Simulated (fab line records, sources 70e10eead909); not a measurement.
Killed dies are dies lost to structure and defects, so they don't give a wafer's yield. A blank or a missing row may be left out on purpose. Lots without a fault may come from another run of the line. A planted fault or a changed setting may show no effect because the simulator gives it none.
fab line records | flow nand_harc
record lots=6 wafers=18 last_day=24
route steps=1159 shown A_CONTACT@846
lots that met no fault: from a run of the same line without faults
start_h: hours from the record's first day to the start of the lot's first wafer shown | wait_h: hours since the lot's step before | " the same as in the row above | L1.1+2: a row that stands for several wafers | - no value, or no start given | * or withheld: withheld | < > ~ a bound
route shown NAME@n: a module of which the file shows steps, and the number in the route of the first | usual: mean/standard deviation of fault-free wafers | same: alike in all rows | chamber/n: place in a boat | sites: the reading at each site | _std_site: their standard deviation | _edge_site: outer sites' mean less inner sites' | radius_mm: how far each site lies from the wafer's centre | mask NAME#n: copy n | behind: the tool/chamber that last shaped the wafer | hold: why the lot was held/for how many hours/how that ended | device: the transistor (n, p or np) that didn't switch | end of line: the same wafers' tests at the end of the route | a step without rows: its recipe alone | killed: dies lost to structure and defects at the first sort, not the wafer's yield | map: a wafer's dies, x killed, . not, _ none there
set.NAME: the setting as run; set.NAME@STEP: as run at that earlier step | model.NAME: the simulator's own value behind a step, which no gauge read
lots at some steps of the route; a table a step, a row a wafer
services: from which hour (start_h, from the record's first day; less than 0 if before it) a tool's chamber was out of use, for how many hours, and why
## steps
# step NHARC_A_CONTACT_COAT_34
# recipe temp_c=260 time_s=75
# step NHARC_A_CONTACT_COAT_35
# recipe temp_c=225 time_s=65
# step NHARC_A_CONTACT_COAT_36
# recipe spin_rpm=1500 resist_thk_nm=90
# step NHARC_A_CONTACT_SOFTBAKE_37
# recipe temp_c=105 time_s=55
# step NHARC_A_CONTACT_EBR_38
# step NHARC_A_CONTACT_EXPOSE_39
# recipe na=1.35 sigma_outer=0.8 dose_mj=58.79 mask_id=A_CC_3
# step NHARC_A_CONTACT_PEB_40
# recipe peb_temp_c=100 peb_time_s=65
# step NHARC_A_CONTACT_DEVELOP_41
# recipe develop_time_s=35 dev_temp_c=23
# step NHARC_A_CONTACT_CD_MEAS_42
# recipe target_cd_nm=200 landing_energy_ev=500
# usual cd_nm=199.6/0.58
# columns lot.wafer tool chamber start_h wait_h cd_nm
L810.3 cd_sem-03 0 418.66 - 199.1
L810.4 " 0 " " 199.4
L810.6 " 0 " " 199.8
L812.2 cd_sem-02 0 424.15 - 199.6
L812.5 " 0 " " 199.4
L812.6 " 0 " " 200.3
L817.1 cd_sem-01 0 434.56 - 199.9
L817.3 " 0 " " 200.8
L817.5 " 0 " " 200.3
L819.2 cd_sem-02 0 467.57 - 200.0
L819.5 " 0 " " 200.8
L819.6 " 0 " " 200.2
L825.1 cd_sem-02 0 497.07 - 199.5
L825.3 " 0 " " 199.9
L825.5 " 0 " " 198.8
L823.2 cd_sem-02 0 497.66 - 199.3
L823.3 " 0 " " 198.9
L823.5 " 0 " " 199.3
# step NHARC_A_CONTACT_OVL_MEAS_43
# usual overlay_x_nm=0.1/0.83 overlay_y_nm=0.2/0.9
# columns lot.wafer tool chamber start_h wait_h overlay_x_nm overlay_y_nm
L810.3 overlay-01 - 418.75 - 0.3 0.7
L810.4 " - " " 0.5 1.0
L810.6 " - " " 0.8 0.5
L812.2 overlay-02 - 424.25 - -1.6 -0.1
L812.5 " - " " -1.1 0.4
L812.6 " - " " -1.2 -0.3
L817.1 overlay-02 - 434.64 - 0.9 -1.2
L817.3 " - " " 1.0 -1.9
L817.5 " - " " 1.1 -1.8
L819.2 overlay-01 - 467.66 - 0.6 -0.8
L819.5 " - " " -0.3 -0.4
L819.6 " - " " -0.3 0.0
L825.1 overlay-02 - 497.16 - -0.6 1.5
L825.3 " - " " -0.4 1.3
L825.5 " - " " -0.2 1.1
L823.2 overlay-01 - 497.75 - 0.4 0.9
L823.3 " - " " 0.3 0.4
L823.5 " - " " -0.3 0.2
# step NHARC_A_CONTACT_INSPECT_44
# usual raw_defect_count=27/13
# columns lot.wafer tool chamber start_h wait_h raw_defect_count
L810.3 defect_inspect-01 - 418.78 0.0 13
L810.4 " - " " 9
L810.6 " - " " 9
L812.2 defect_inspect-02 - 424.29 0.0 32
L812.5 " - " " 14
L812.6 " - " " 24
L817.1 defect_inspect-02 - 434.68 0.0 19
L817.3 " - " " 23
L817.5 " - " " 30
L819.2 defect_inspect-01 - 467.70 0.0 34
L819.5 " - " " 28
L819.6 " - " " 35
L825.1 defect_inspect-02 - 497.20 0.0 16
L825.3 " - " " 21
L825.5 " - " " 20
L823.2 defect_inspect-02 - 497.79 0.0 41
L823.3 " - " " 40
L823.5 " - " " 26
# step NHARC_A_CONTACT_DESCUM_47
# recipe time_s=3 o2_flow_sccm=200 ar_flow_sccm=0 bias_power_w=0 chemistry=O2
# usual drypump_motor_current_A=5.90/0.25 oes_product_au=1.000/0.0083 rf_vpp_V=57.6/0.94 showerhead_plenum_p_Torr=1.90/0.1 throttle_valve_pct=11.311/0.0094
# same time_s=3
# columns lot.wafer tool chamber start_h wait_h drypump_motor_current_A oes_product_au rf_hours_counter_h rf_vpp_V showerhead_plenum_p_Torr throttle_valve_pct
L810.4 rie_diel-07 3 418.84 0.1 5.70 0.996 0 57.0 1.81 11.315
L810.3 " 0 " " 5.95 0.990 0 59.0 1.94 11.319
L810.6 " 0 " " 5.90 0.992 - 57.4 1.94 11.297
L812.2 rie_diel-07 1 424.37 0.1 5.64 1.000 2 57.5 2.04 11.314
L812.5 " 2 " " 5.92 1.007 - 58.7 1.81 11.311
L812.6 " 3 " " 5.71 0.988 - 57.7 1.81 11.320
L817.3 rie_diel-07 1 434.74 0.1 5.64 0.994 4 58.6 2.04 11.318
L817.1 " 2 " " 5.92 1.016 4 56.8 1.81 11.303
L817.5 " 2 " " 5.94 1.001 - 58.2 1.81 11.326
L819.2 rie_diel-01 2 467.78 0.1 6.19 0.976 51 57.6 1.81 11.325
L819.5 " 3 " " 5.24 1.004 - 57.5 1.76 11.299
L819.6 " 0 " " 6.06 0.975 - 58.1 1.94 11.312
L825.1 rie_diel-03 2 497.26 0.1 6.24 1.000 30 58.3 2.07 11.315
L825.3 " 3 " " 6.15 0.999 37 58.7 1.87 11.302
L825.5 " 2 " " 6.31 1.003 - 58.5 2.07 11.305
L823.3 rie_diel-03 0 497.85 0.1 5.85 1.010 36 57.1 1.87 11.307
L823.2 " 1 " " 6.08 1.006 33 57.7 2.07 11.315
L823.5 " 0 " " 5.86 0.999 - 56.8 1.87 11.339
# step NHARC_A_CONTACT_ETCH_48
# recipe target_depth_a=390 over_etch_frac=0.3 time_s=65 ion_energy_ev=80 cf4_flow_sccm=150 ar_flow_sccm=0 rf_w=300 bias_w=100 chemistry=CF4
# usual drypump_motor_current_A=5.91/0.25 oes_product_au=1.001/0.009 rf_vpp_V=151.0/1.4 run_length_s=86.6/0.49 showerhead_plenum_p_Torr=1.75/0.082 throttle_valve_pct=13.283/0.0095
# columns lot.wafer tool chamber start_h wait_h drypump_motor_current_A oes_product_au rf_hours_counter_h rf_vpp_V run_length_s showerhead_plenum_p_Torr throttle_valve_pct
L810.4 rie_diel-07 1 418.94 0.1 5.66 1.003 0 152.1 87.0 1.88 13.288
L810.3 " 2 " " 5.93 1.005 0 149.8 86.4 1.68 13.283
L810.6 " 3 " " 5.71 0.988 - 149.9 86.1 1.68 13.283
L812.2 rie_diel-07 0 424.45 0.1 5.93 1.001 2 149.8 87.0 1.79 13.285
L812.6 " 1 " " 5.64 1.012 - 152.5 67.0 1.88 13.298
L812.5 " 2 " " 5.94 1.009 - 150.1 86.4 1.68 13.283
L817.1 rie_diel-07 3 434.83 0.1 5.73 0.993 4 151.5 86.8 1.68 13.280
L817.3 " 2 " " 5.93 1.011 5 151.2 66.4 1.68 13.285
L817.5 " 3 " " 5.74 0.988 - 150.8 86.1 1.68 13.283
L819.2 rie_diel-01 3 467.94 0.1 5.24 1.000 50 149.7 85.7 1.64 13.284
L819.6 " 0 " " 6.07 0.992 - 152.4 85.5 1.80 13.305
L819.5 " 1 " " 5.84 1.004 - 152.5 86.6 1.70 13.269
L825.3 rie_diel-03 3 497.36 0.1 6.19 0.992 37 151.1 86.8 1.73 13.272
L825.1 " 0 " " 5.83 1.003 36 150.9 86.1 1.73 13.277
L825.5 " 2 " " 6.27 1.008 - 152.5 86.7 1.90 13.267
L823.2 rie_diel-03 3 498.36 0.5 6.17 0.992 38 151.2 87.2 1.73 13.281
L823.3 " 0 " " 5.84 0.988 36 151.5 86.0 1.73 13.283
L823.5 " 3 " " 6.14 1.006 - 148.5 86.8 1.73 13.276
# step NHARC_A_CONTACT_ETCH_49
# recipe target_depth_a=2600 over_etch_frac=0.3 time_s=475.3 ion_energy_ev=200 n2_flow_sccm=150 h2_flow_sccm=150 ar_flow_sccm=0 rf_w=400 bias_w=150 chemistry=N2/H2
# usual drypump_motor_current_A=5.92/0.23 oes_product_au=1.002/0.0092 rf_vpp_V=429.7/2.8 run_length_s=496.8/0.48 showerhead_plenum_p_Torr=2.01/0.1 throttle_valve_pct=14.171/0.0089
# same time_s=475.3
# columns lot.wafer tool chamber start_h wait_h drypump_motor_current_A oes_product_au rf_hours_counter_h rf_vpp_V run_length_s showerhead_plenum_p_Torr throttle_valve_pct
L810.4 rie_diel-07 0 - - 5.89 1.000 0 431.6 497.5 2.07 14.163
L810.3 " 2 " " 5.96 1.015 0 426.3 496.5 1.93 14.166
L810.6 " 0 " " 5.97 1.007 - 430.5 497.4 2.07 14.164
L812.2 rie_diel-07 2 - - 5.93 1.014 2 428.4 497.1 1.93 14.171
L812.5 " 3 " " 5.72 0.989 - 428.2 497.0 1.93 14.170
L812.6 " 0 " " 5.99 1.009 - 431.4 497.2 2.07 14.180
L817.1 rie_diel-07 0 - - 5.93 1.011 4 431.5 497.4 2.07 14.176
L817.3 " 1 " " 5.68 1.006 5 433.1 496.9 2.18 14.188
L817.5 " 3 " " 5.72 0.991 - 427.7 496.5 1.93 14.168
L819.2 rie_diel-01 2 - - 6.19 0.997 52 427.5 496.6 1.93 14.161
L819.6 " 2 " " 6.20 0.996 - 425.6 496.7 1.93 14.174
L819.5 " 3 " " 5.22 0.993 - 425.7 496.1 1.87 14.187
L825.3 rie_diel-03 1 - - 6.06 0.991 33 435.4 497.1 2.21 14.178
L825.1 " 2 " " 6.31 1.002 30 435.1 497.5 2.21 14.161
L825.5 " 2 " " 6.25 1.017 - 435.2 497.4 2.21 14.180
L823.2 rie_diel-03 3 - - 6.15 1.003 38 428.7 497.3 2.00 14.164
L823.3 " 1 " " 6.07 0.995 33 434.8 496.9 2.21 14.163
L823.5 " 0 " " 5.85 1.000 - 428.7 496.5 2.00 14.174
## services
# columns tool chamber start_h hours kind
rie_diel-07 3 403.93 - consumable_replace:focus_ring
rie_diel-07 3 403.93 9.0 scheduled_down
rie_diel-07 3 403.93 9.0 vent_cycle
rie_diel-07 - 405.54 9.0 pm
rie_diel-07 0 405.54 9.0 vent_cycle
rie_diel-07 1 405.54 9.0 vent_cycle
rie_diel-07 2 405.54 9.0 vent_cycle
rie_diel-07 0 414.54 - clean
rie_diel-07 1 414.54 - clean
rie_diel-07 2 414.54 - clean
rie_diel-07 3 414.54 - clean
rie_diel-07 0 439.04 - clean
rie_diel-07 1 439.04 - clean
rie_diel-07 2 439.04 - clean
rie_diel-07 3 439.04 - clean
rie_diel-07 1 443.78 15.8 repair
rie_diel-07 3 455.74 8.6 repair
rie_diel-03 2 456.52 8.6 repair
rie_diel-07 0 460.08 4.2 repair
rie_diel-07 1 463.68 - clean
rie_diel-07 2 463.68 - clean
rie_diel-01 0 480.72 6.3 repair
rie_diel-01 - 491.87 9.0 pm
rie_diel-07 0 496.93 32.6 repair
## key
first_sign step=NHARC_A_CONTACT_ETCH_48 reading=run_length_s direction=down sigmas=41 usual=* struck=*
effect none on later readings
met_at NHARC_A_CONTACT_ETCH_48
struck_wafers L812.6,L817.3
later_rows_left_out L812.6,L817.3
sort_left_out L812.6,L817.3
tester_left_out L812,L817
onset_between 418.94 424.45
fault kind=process_parameter_drift tool=rie_diel-07 chamber=- onset_h=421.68 steps=NHARC_A_CONTACT_ETCH_48 channel=time_s offset=* shape=step end_h=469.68 scope=struck_wafers_only acts_in=* stated=*
# tester_left_out: of these lots the tester's yield and bins aren't shown, on N5 and GAA mostly nor the transistor test; their killed dies are dies lost to structure and defects alone, not to doping, threshold or leakage, so they don't give the yield
# sort_left_out: the simulated sort isn't trusted on such a fault, so these wafers' sort isn't shown, and their yield isn't known
# later_rows_left_out: the simulator's readings of these wafers behind a module that went badly wrong aren't trusted and aren't shown, but for the sort
